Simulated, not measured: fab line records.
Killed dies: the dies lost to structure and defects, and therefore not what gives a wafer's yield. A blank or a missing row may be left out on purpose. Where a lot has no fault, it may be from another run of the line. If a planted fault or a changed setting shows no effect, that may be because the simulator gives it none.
Which tool was responsible? ; flow n5-finfet ; Sampling: 12 lots, 36 wafers, 6 of 1938 route steps

## WHAT EACH GAUGE READ, for each wafer
N5_BEOL_M10_THK_MEAS_01.
lot;measured;on;M10_ILD_THK (nm)
L074;day 9 15:50;film-metro-02;269 267 267
L077;day 10 14:05;film-metro-01;264 268 267
L080;day 11 03:22;film-metro-01;262 260 263
L082;day 11 10:05;film-metro-02;268 259 266
L083;day 12 02:12;film-metro-01;263 268 272
L086;day 12 11:55;film-metro-02;266 271 273
L087;day 12 23:46;film-metro-01;275 269 275
L088;day 13 14:20;film-metro-01;262 259 268
L091;day 14 06:09;film-metro-01;267 270 271
L093;day 14 15:35;film-metro-02;263 271 269
L095;day 15 00:29;film-metro-02;272 263 270
L097;day 15 10:22;film-metro-01;266 268 273

## TOOL THAT RAN EACH LOT (tool first, then ch and the chambers of the sampled wafers, then the start)
lot;N5_BEOL_M8_ETCH_41;N5_BEOL_M8_ALD_77;N5_BEOL_M9_PECVD_70;N5_BEOL_M9_HM_DEP_02;N5_BEOL_M9_DESCUM_33
L074;rie-diel-05 ch 0,1,2, day 9 04:16 or earlier;ald-metal-03 ch 1,2,3, day 9 04:16;pecvd-03 ch 0,1, day 9 06:53;pvd-sputter-02, day 9 09:15;rie-diel-03 ch 0,3, day 9 12:04
L077;rie-diel-06 ch 0,1,2, day 10 02:43 or earlier;ald-metal-03 ch 0,1,3, day 10 02:43;pecvd-02 ch 0,1, day 10 06:10;pvd-sputter-01, day 10 07:34;rie-diel-03 ch 0,1,3, day 10 09:09
L080;rie-diel-05 ch 0,2,3, day 10 17:16 or earlier;ald-metal-03 ch 1,2,3, day 10 17:16;pecvd-04 ch 0,1, day 10 19:38;pvd-sputter-02, day 10 20:17;rie-diel-01 ch 0,2,3, day 10 23:01
L082;rie-diel-02 ch 0,1,3, day 11 00:17 or earlier;ald-metal-04 ch 0,2,3, day 11 00:17;pecvd-03 ch 0,1,2, day 11 02:41;pvd-sputter-02, day 11 03:37;rie-diel-04 ch 0,1,3, day 11 05:16
L083;rie-diel-06 ch 0,1, day 11 17:02 or earlier;ald-metal-01 ch 1,3, day 11 17:02;pecvd-04 ch 1,2, day 11 19:25;pvd-sputter-02, day 11 20:22;rie-diel-04 ch 0,3, day 11 22:44
L086;rie-diel-05 ch 1,2, day 12 00:06 or earlier;ald-metal-01 ch 0,1, day 12 00:06;pecvd-03 ch 0,2, day 12 02:30;pvd-sputter-01, day 12 05:43;rie-diel-03 ch 1,2, day 12 07:35
L087;rie-diel-02 ch 0,2, day 12 14:55 or earlier;ald-metal-03 ch 0,1,2, day 12 14:55;pecvd-03 ch 0,2, day 12 17:25;pvd-sputter-01, day 12 18:44;rie-diel-03 ch 1,2,3, day 12 20:08
L088;rie-diel-06 ch 1,2,3, day 13 04:37 or earlier;ald-metal-01 ch 0,2, day 13 04:37;pecvd-03 ch 0,2, day 13 07:17;pvd-sputter-03, day 13 08:12;rie-diel-03 ch 2,3, day 13 10:59
L091;rie-diel-06 ch 0,3, day 13 19:50 or earlier;ald-metal-01 ch 1,3, day 13 19:50;pecvd-03 ch 0,1,2, day 13 22:05;pvd-sputter-02, day 13 23:44;rie-diel-01 ch 0,1,2, day 14 01:49
L093;rie-diel-06 ch 2,3, day 14 04:07 or earlier;ald-metal-04 ch 1,3, day 14 04:07;pecvd-02 ch 0,1,2, day 14 06:45;pvd-sputter-02, day 14 08:55;rie-diel-01 ch 0,2,3, day 14 11:55
L095;rie-diel-02 ch 2,3, day 14 14:28 or earlier;ald-metal-01 ch 1,2,3, day 14 14:28;pecvd-03 ch 0,2, day 14 17:01;pvd-sputter-01, day 14 17:54;rie-diel-03 ch 0,1, day 14 20:31
L097;rie-diel-06 ch 2,3, day 15 01:24 or earlier;ald-metal-03 ch 1,3, day 15 01:24;pecvd-03 ch 0,1, day 15 03:40;pvd-sputter-03, day 15 03:59;rie-diel-01 ch 1,3, day 15 05:42
- N5_BEOL_M8_ETCH_41: etches SiCN in CH3F/O2, target depth 31.9 nm, time 57.8 s.
- N5_BEOL_M8_ALD_77: deposits TaN, target thk 2 nm, pulse time 2 s, purge time 3 s.
- N5_BEOL_M9_PECVD_70: deposits SiO2 from TEOS/O2, target thk 20 nm, time 22.7 s.
- N5_BEOL_M9_HM_DEP_02: deposits TiN, target thk 20 nm.
- N5_BEOL_M9_DESCUM_33: chemistry O2, time 7 s.

## THE ANSWER, worked out from the rows above alone
Rule: the lots themselves supply what counts as usual. Put in order of their means at a reading, lots are off if they are a third of the lots or fewer, leave a main group of 4 or more, and stand apart from it by a gap of 3 or more times the standard deviation of the main group's means; of several such gaps the widest counts. Not used: any main group whose means are identical at the precision the tables above print for the reading. A lot without any number at a reading at which 4 lots or more have one is off too. The other lots that the step has rows for count as sound.
Nothing can be told from this: no lot is off at any reading shown.

## WHAT HAD BEEN PUT IN BY THE SIMULATOR
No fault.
